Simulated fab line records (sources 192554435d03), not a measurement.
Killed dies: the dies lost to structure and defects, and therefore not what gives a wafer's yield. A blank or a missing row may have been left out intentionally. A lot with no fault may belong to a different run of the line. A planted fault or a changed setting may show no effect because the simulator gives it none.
Which tool was responsible? ; flow n5-finfet ; 19 lots with 57 wafers sampled at 6 steps, on a route of 1938 steps

== WHAT THE GAUGES SHOWED, per wafer ==
Not one reading of a measure or inspect step in the record can be checked against a usual standard deviation.

== EACH LOT AND THE TOOL THAT RAN IT (in order: tool; ch and the chambers of the sampled wafers; start) ==
lot;N5_GATE_CUT_ALD_22;N5_GATE_CUT_CMP_23;N5_MOL_CONTACT_COAG_ETCH_59;N5_MOL_CONTACT_COAG_ALD_27;N5_MOL_CONTACT_COAG_ETCHBACK_132;N5_MOL_CONTACT_COAG_STRIP_96
L076;ald-sin-01 ch 0,1,2, day 5 05:10;cmp-01 ch 0,2, day 5 06:40;rie-diel-01 ch 1,3, day 5 08:28;ald-sin-03 ch 1,2,3, day 5 17:54;rie-diel-01 ch 1,2, day 5 21:19;rie-diel-01 ch 1,2, day 5 21:33
L077;ald-sin-02 ch 0,2, day 5 07:56;cmp-04 ch 0,1,3, day 5 09:26;rie-diel-04 ch 2,3, day 5 11:03;ald-sin-01 ch 2,3, day 5 18:41;rie-diel-04 ch 1,3, day 5 21:59;rie-diel-04 ch 1,3, day 5 22:13
L078;ald-sin-02 ch 0,1,2, day 5 15:04;cmp-02 ch 0,1,3, day 5 16:36;rie-diel-04 ch 0,1, day 5 18:11;ald-sin-01 ch 0,1,3, day 6 00:17;rie-diel-03 ch 1,2,3, day 6 03:53;rie-diel-03 ch 1,2,3, day 6 04:07
L079;ald-sin-04 ch 0,2,3, day 6 00:01;cmp-04 ch 0,1,2, day 6 01:33;rie-diel-04 ch 1,3, day 6 03:07;ald-sin-02 ch 1,3, day 6 10:04;rie-diel-01 ch 0,1,3, day 6 13:37;rie-diel-01 ch 0,1,3, day 6 13:50
L080;ald-sin-02 ch 0,2,3, day 6 04:13;cmp-01 ch 1,2,3, day 6 05:47;rie-diel-01 ch 1,2,3, day 6 07:19;ald-sin-03 ch 0,1,3, day 6 14:11;rie-diel-04 ch 0,3, day 6 17:37;rie-diel-04 ch 0,3, day 6 17:50
L081;ald-sin-01 ch 0,1,2, day 6 10:50;cmp-02 ch 0,2,3, day 6 12:19;rie-diel-01 ch 0,1,3, day 6 13:58;ald-sin-01 ch 0,1,2, day 6 21:27;rie-diel-01 ch 0,1,3, day 7 01:21;rie-diel-01 ch 0,1,3, day 7 01:34
L083;ald-sin-02 ch 1,2,3, day 6 23:17;cmp-02 ch 1,2, day 7 00:46;rie-diel-01 ch 0,1, day 7 02:32;ald-sin-01 ch 1,2,3, day 7 08:19;rie-diel-04 ch 0,3, day 7 13:07;rie-diel-04 ch 0,3, day 7 13:20
L086;ald-sin-02 ch 1,3, day 7 18:53;cmp-04 ch 0,1, day 7 20:25;rie-diel-03 ch 0,1,3, day 7 21:52;ald-sin-03 ch 1,2, day 8 07:27;rie-diel-04 ch 1,2,3, day 8 11:35;rie-diel-04 ch 1,2,3, day 8 11:48
L087;ald-sin-01 ch 0,1,3, day 7 22:05;cmp-04 ch 0,2,3, day 7 23:40;rie-diel-04 ch 0,2, day 8 01:07;ald-sin-02 ch 2,3, day 8 12:43;rie-diel-04 ch 1,2,3, day 8 17:12;rie-diel-04 ch 1,2,3, day 8 17:25
L088;ald-sin-02 ch 0,1,2, day 8 06:51;cmp-02 ch 0,1,3, day 8 08:23;rie-diel-01 ch 0,1,2, day 8 09:50;ald-sin-02 ch 1,3, day 8 15:29;rie-diel-03 ch 0,3, day 8 20:37;rie-diel-03 ch 0,3, day 8 20:50
L089;ald-sin-01 ch 1,3, day 8 09:56;cmp-04 ch 2,3, day 8 11:26;rie-diel-01 ch 0,1,3, day 8 13:02;ald-sin-01 ch 0,1,2, day 8 21:05;rie-diel-01 ch 0,1,3, day 9 00:35;rie-diel-01 ch 0,1,3, day 9 00:48
L090;ald-sin-01 ch 1,2, day 8 16:02;cmp-01 ch 0,1, day 8 17:32;rie-diel-04 ch 1,2, day 8 19:03;ald-sin-03 ch 0,1,3, day 9 03:47;rie-diel-04 ch 0,1,2, day 9 07:53;rie-diel-04 ch 0,1,2, day 9 08:07
L091;ald-sin-02 ch 0,2,3, day 8 18:58;cmp-01 ch 1,2, day 8 20:30;rie-diel-03 ch 0,2, day 8 22:22;ald-sin-01 ch 0,2, day 9 05:07;rie-diel-01 ch 0,1,3, day 9 08:41;rie-diel-01 ch 0,1,3, day 9 08:55
L092;ald-sin-01 ch 0,3, day 9 03:17;cmp-04 ch 1,2, day 9 04:55;rie-diel-01 ch 1,3, day 9 06:43;ald-sin-03 ch 0,2, day 9 14:31;rie-diel-03 ch 0,2,3, day 9 18:40;rie-diel-03 ch 0,2,3, day 9 18:53
L093;ald-sin-01 ch 0,2, day 9 10:50;cmp-02 ch 0,2,3, day 9 12:22;rie-diel-03 ch 0,1, day 9 13:52;ald-sin-02 ch 2,3, day 9 21:11;rie-diel-01 ch 0,1, day 10 01:08;rie-diel-01 ch 0,1, day 10 01:21
L094;ald-sin-04 ch 1,3, day 9 17:37;cmp-01 ch 0,3, day 9 19:07;rie-diel-01 ch 0,1,2, day 9 20:44;ald-sin-03 ch 1,3, day 10 02:59;rie-diel-01 ch 0,1,3, day 10 06:19;rie-diel-01 ch 0,1,3, day 10 06:32
L095;ald-sin-01 ch 0,2,3, day 9 20:23;cmp-02 ch 0,1,3, day 9 21:56;rie-diel-01 ch 2,3, day 10 00:05;ald-sin-03 ch 0,3, day 10 08:20;rie-diel-03 ch 0,2,3, day 10 11:45;rie-diel-03 ch 0,2,3, day 10 11:58
L096;ald-sin-02 ch 0,2, day 10 08:31;cmp-01 ch 0,2, day 10 10:09;rie-diel-04 ch 0,1,2, day 10 11:37;ald-sin-02 ch 0,3, day 10 18:39;rie-diel-01 ch 0,1, day 10 22:41;rie-diel-01 ch 0,1, day 10 22:55
L097;ald-sin-02 ch 1,3, day 10 10:47;cmp-02 ch 0,1,3, day 10 12:16;rie-diel-04 ch 0,1,2, day 10 13:53;ald-sin-03 ch 0,1,3, day 10 20:02;rie-diel-03 ch 2,3, day 10 23:34;rie-diel-03 ch 2,3, day 10 23:48
- N5_GATE_CUT_ALD_22: deposits SiNx, target thk 16 nm, pulse time 1 s, ald cycles 320.
- N5_GATE_CUT_CMP_23: polishes, stops on SiO2, t overpolish 23.4 s, target thk 16 nm.
- N5_MOL_CONTACT_COAG_ETCH_59: etches underlayer in N2/H2, target depth 13 nm, time 10.4 s.
- N5_MOL_CONTACT_COAG_ALD_27: deposits SiOC, target thk 17 nm, pulse time 1.5 s, time 2720 s.
- N5_MOL_CONTACT_COAG_ETCHBACK_132: etches SiO2 in CHF3, target depth 10 nm, time 6.7 s.
- N5_MOL_CONTACT_COAG_STRIP_96: strips in N2/H2.

== AS READ BY THE TOOLS THEMSELVES (means over the sampled wafers that have a number; for cases with no such wafer, the mark the record gives instead) ==
N5_GATE_CUT_ALD_22. Usual: heater-power-w 871 W, standard deviation 92; precursor-pulse-height-rel 1.001, standard deviation 0.018.
lot;tool;heater-power-w (W);precursor-pulse-height-rel;flag
L076;ald-sin-01;954;1.020;
L077;ald-sin-02;813;1.006;
L078;ald-sin-02;818;1.009;
L079;ald-sin-04;876;1.005;
L080;ald-sin-02;825;1.010;
L081;ald-sin-01;952;1.004;
L083;ald-sin-02;857;0.996;
L086;ald-sin-02;846;0.990;
L087;ald-sin-01;982;0.993;
L088;ald-sin-02;818;1.000;
L089;ald-sin-01;884;1.011;
L090;ald-sin-01;838;1.026;
L091;ald-sin-02;815;0.995;
L092;ald-sin-01;972;1.005;
L093;ald-sin-01;909;0.999;
L094;ald-sin-04;863;0.998;
L095;ald-sin-01;938;0.997;
L096;ald-sin-02;808;0.997;
L097;ald-sin-02;848;1.017;

N5_GATE_CUT_CMP_23. Usual: motor-current-A 9.5 A, standard deviation 0.78; overpolish-run-s 23.401 s, standard deviation 0.0095; retaining-ring-pressure-frac 1.000, standard deviation 0.0048; time-to-endpoint-s 20.0 s, standard deviation 2.2.
lot;tool;motor-current-A (A);overpolish-run-s (s);retaining-ring-pressure-frac;time-to-endpoint-s (s);flag
L076;cmp-01;9.3;23.414;1.002;21.3;
L077;cmp-04;9.1;23.397;1.005;19.3;
L078;cmp-02;10.1;23.391;0.996;22.4;
L079;cmp-04;9.2;23.400;0.995;18.5;
L080;cmp-01;9.4;23.395;1.005;18.5;
L081;cmp-02;9.7;23.401;1.007;20.0;
L083;cmp-02;10.0;23.398;1.001;20.5;
L086;cmp-04;9.4;23.396;1.004;18.6;
L087;cmp-04;9.3;23.404;0.996;19.7;
L088;cmp-02;9.6;23.401;1.000;18.9;
L089;cmp-04;9.4;23.405;0.997;19.3;
L090;cmp-01;9.3;23.401;1.002;17.5;
L091;cmp-01;9.7;23.405;0.997;20.3;
L092;cmp-04;9.6;23.398;1.001;19.4;
L093;cmp-02;10.1;23.397;0.998;22.7;
L094;cmp-01;8.3;23.403;1.000;23.4;
L095;cmp-02;9.9;23.407;0.996;19.7;
L096;cmp-01;9.0;23.397;1.000;23.1;
L097;cmp-02;9.8;23.403;1.004;19.6;

N5_MOL_CONTACT_COAG_ETCH_59. Usual: bias-w 150.0 W, standard deviation 0.41; drypump-motor-current-A 6.0 A, standard deviation 0.46; etch-rf-on-time-s 10.51 s, standard deviation 0.24; oes-product-au 0.67 a.u., standard deviation 0.083; rf-fwd-power-W 819.2 W, standard deviation 2.4; rf-vpp-V 522.9 V, standard deviation 2.4; showerhead-plenum-p-Torr 2.51 Torr, standard deviation 0.082; throttle-valve-pct 17.9 %, standard deviation 0.33.
lot;tool;bias-w (W);drypump-motor-current-A (A);etch-rf-on-time-s (s);oes-product-au (a.u.);rf-fwd-power-W (W);rf-vpp-V (V);showerhead-plenum-p-Torr (Torr);throttle-valve-pct (%);flag
L076;rie-diel-01;150.4;5.8;10.27;0.85;820.4;522.4;2.49;17.6;
L077;rie-diel-04;150.3;5.3;10.45;0.62;818.2;519.6;2.42;17.8;
L078;rie-diel-04;149.6;6.1;10.70;0.64;819.2;524.4;2.58;18.1;
L079;rie-diel-04;149.9;6.0;10.92;0.57;815.6;523.6;2.55;17.9;
L080;rie-diel-01;149.8;6.1;10.31;0.76;819.3;521.7;2.47;17.8;
L081;rie-diel-01;149.8;6.1;10.23;0.75;820.2;523.7;2.53;17.7;
L083;rie-diel-01;150.3;6.0;10.51;0.73;819.5;523.7;2.53;17.9;
L086;rie-diel-03;149.9;5.8;10.69;0.60;819.4;523.3;2.56;18.0;
L087;rie-diel-04;150.3;5.7;10.51;0.63;820.5;522.7;2.46;18.2;
L088;rie-diel-01;150.1;6.2;10.49;0.67;819.5;522.7;2.52;18.0;
L089;rie-diel-01;149.9;6.1;10.47;0.72;816.9;523.9;2.52;17.7;
L090;rie-diel-04;149.7;6.1;10.62;0.75;818.8;524.0;2.55;17.7;
L091;rie-diel-03;149.9;5.4;10.34;0.64;819.3;520.9;2.44;17.7;
L092;rie-diel-01;150.2;5.8;10.28;0.77;820.2;522.9;2.48;17.6;
L093;rie-diel-03;149.9;5.3;10.63;0.75;817.4;523.7;2.55;17.7;
L094;rie-diel-01;149.9;6.3;10.41;0.67;820.2;523.2;2.51;18.1;
L095;rie-diel-01;149.9;6.4;10.38;0.69;818.9;521.5;2.44;18.0;
L096;rie-diel-04;149.9;6.0;10.60;0.66;820.5;523.0;2.52;18.0;
L097;rie-diel-04;149.7;6.0;10.61;0.66;819.7;522.5;2.52;18.0;

N5_MOL_CONTACT_COAG_ALD_27. Usual: heater-power-w 885 W, standard deviation 78; precursor-pulse-height-rel 1.003, standard deviation 0.02.
lot;tool;heater-power-w (W);precursor-pulse-height-rel;flag
L076;ald-sin-03;857;1.006;
L077;ald-sin-01;866;1.011;
L078;ald-sin-01;973;1.000;
L079;ald-sin-02;853;1.008;
L080;ald-sin-03;907;0.980;
L081;ald-sin-01;971;1.001;
L083;ald-sin-01;880;1.011;
L086;ald-sin-03;860;1.020;
L087;ald-sin-02;856;1.008;
L088;ald-sin-02;862;0.988;
L089;ald-sin-01;960;0.986;
L090;ald-sin-03;917;0.987;
L091;ald-sin-01;921;1.001;
L092;ald-sin-03;895;0.989;
L093;ald-sin-02;859;1.009;
L094;ald-sin-03;916;0.984;
L095;ald-sin-03;959;1.000;
L096;ald-sin-02;811;1.036;
L097;ald-sin-03;914;1.011;

N5_MOL_CONTACT_COAG_ETCHBACK_132. Usual: CHF3_flow_sccm 49.99 sccm, standard deviation 0.15; bias-w 170.0 W, standard deviation 0.5; drypump-motor-current-A 5.9 A, standard deviation 0.48; oes_ar_750_au 0.79 a.u., standard deviation 0.09; oes-product-au 0.79 a.u., standard deviation 0.098; rf-fwd-power-W 601.1 W, standard deviation 2.5; rf-vpp-V 527 V, standard deviation 8.7; showerhead-plenum-p-Torr 2.35 Torr, standard deviation 0.077; throttle-valve-pct 18.74 %, standard deviation 0.28.
lot;tool;CHF3_flow_sccm (sccm);bias-w (W);drypump-motor-current-A (A);oes_ar_750_au (a.u.);oes-product-au (a.u.);rf-fwd-power-W (W);rf-vpp-V (V);showerhead-plenum-p-Torr (Torr);throttle-valve-pct (%);flag
L076;rie-diel-01;50.06;169.6;6.0;0.88;0.90;600.5;527;2.31;18.77;
L077;rie-diel-04;50.05;169.9;5.6;0.70;0.69;601.8;540;2.33;18.67;
L078;rie-diel-03;50.07;169.3;5.7;0.74;0.73;601.3;526;2.40;18.59;
L079;rie-diel-01;50.02;170.5;6.0;0.87;0.87;601.2;522;2.38;18.66;
L080;rie-diel-04;49.99;169.5;5.7;0.75;0.75;602.9;529;2.35;18.94;
L081;rie-diel-01;50.09;170.0;6.0;0.86;0.87;599.6;522;2.38;18.66;
L083;rie-diel-04;50.11;169.9;5.5;0.72;0.72;601.8;536;2.31;18.80;
L086;rie-diel-04;50.02;170.0;5.7;0.79;0.80;603.1;540;2.33;18.66;
L087;rie-diel-04;49.90;169.6;5.7;0.78;0.79;602.3;540;2.32;18.66;
L088;rie-diel-03;50.03;169.9;6.2;0.71;0.71;599.7;523;2.38;18.71;
L089;rie-diel-01;49.97;170.0;6.0;0.84;0.84;600.5;522;2.37;18.68;
L090;rie-diel-04;49.84;169.7;6.0;0.79;0.80;604.4;533;2.37;18.83;
L091;rie-diel-01;49.97;170.1;6.0;0.83;0.83;599.7;522;2.37;18.69;
L092;rie-diel-03;49.93;169.7;5.8;0.72;0.71;601.2;525;2.33;18.64;
L093;rie-diel-01;50.14;169.7;6.0;0.81;0.82;600.7;524;2.36;18.84;
L094;rie-diel-01;49.93;170.4;6.0;0.82;0.83;600.3;522;2.37;18.70;
L095;rie-diel-03;50.05;169.8;5.8;0.71;0.71;602.2;525;2.33;18.64;
L096;rie-diel-01;50.10;169.8;6.2;0.75;0.75;601.4;518;2.41;18.97;
L097;rie-diel-03;50.02;170.0;5.7;0.74;0.74;603.2;527;2.34;18.55;

N5_MOL_CONTACT_COAG_STRIP_96. Usual: drypump-motor-current-A 6.0 A, standard deviation 0.48; oes-product-au 0.79 a.u., standard deviation 0.1; power-w 500.1 W, standard deviation 1.4; rf-vpp-V 121.7 V, standard deviation 1.3; showerhead-plenum-p-Torr 3.31 Torr, standard deviation 0.11; throttle-valve-pct 19.0 %, standard deviation 0.46.
lot;tool;drypump-motor-current-A (A);oes-product-au (a.u.);power-w (W);rf-vpp-V (V);showerhead-plenum-p-Torr (Torr);throttle-valve-pct (%);flag
L076;rie-diel-01;6.1;0.90;498.1;121.8;3.28;19.0;
L077;rie-diel-04;5.6;0.70;500.9;120.0;3.27;18.8;
L078;rie-diel-03;5.7;0.74;501.2;121.8;3.40;18.9;
L079;rie-diel-01;6.1;0.89;500.6;121.9;3.34;18.6;
L080;rie-diel-04;5.7;0.74;500.2;120.7;3.31;19.2;
L081;rie-diel-01;6.1;0.87;500.4;122.4;3.34;18.6;
L083;rie-diel-04;5.5;0.72;499.1;120.8;3.24;18.9;
L086;rie-diel-04;5.7;0.80;501.6;121.8;3.28;18.9;
L087;rie-diel-04;5.7;0.79;498.8;121.5;3.28;18.9;
L088;rie-diel-03;6.2;0.70;500.3;122.8;3.38;19.2;
L089;rie-diel-01;6.0;0.85;499.8;121.7;3.33;18.6;
L090;rie-diel-04;6.0;0.80;501.3;120.5;3.34;19.2;
L091;rie-diel-01;6.1;0.84;501.3;121.5;3.33;18.6;
L092;rie-diel-03;5.8;0.71;500.7;122.5;3.30;19.0;
L093;rie-diel-01;6.0;0.84;501.3;122.0;3.34;18.8;
L094;rie-diel-01;6.1;0.83;500.3;121.7;3.33;18.6;
L095;rie-diel-03;5.8;0.71;499.6;122.3;3.30;19.0;
L096;rie-diel-01;6.2;0.76;501.1;122.0;3.39;19.0;
L097;rie-diel-03;5.7;0.73;500.7;121.4;3.30;18.9;

== THE ANSWER, worked out from the rows above alone ==
Rule: lot off if the mean of its wafers having a number is beyond 3 standard deviations from the usual mean. A lot without any number at a reading at which 4 lots or more have one is off too. Where the step has rows for the other lots, those lots are counted as sound. Order of review: gauges by route order, followed by the tools' own readings, for which a lot's mean as printed above is used. At the first step where some lot is off, the reading lying furthest off is the one used; lots without a number count as furthest.
Across all readings shown, no lot is off: no conclusion can be drawn from this.

== WHAT THE SIMULATOR PUT IN ==
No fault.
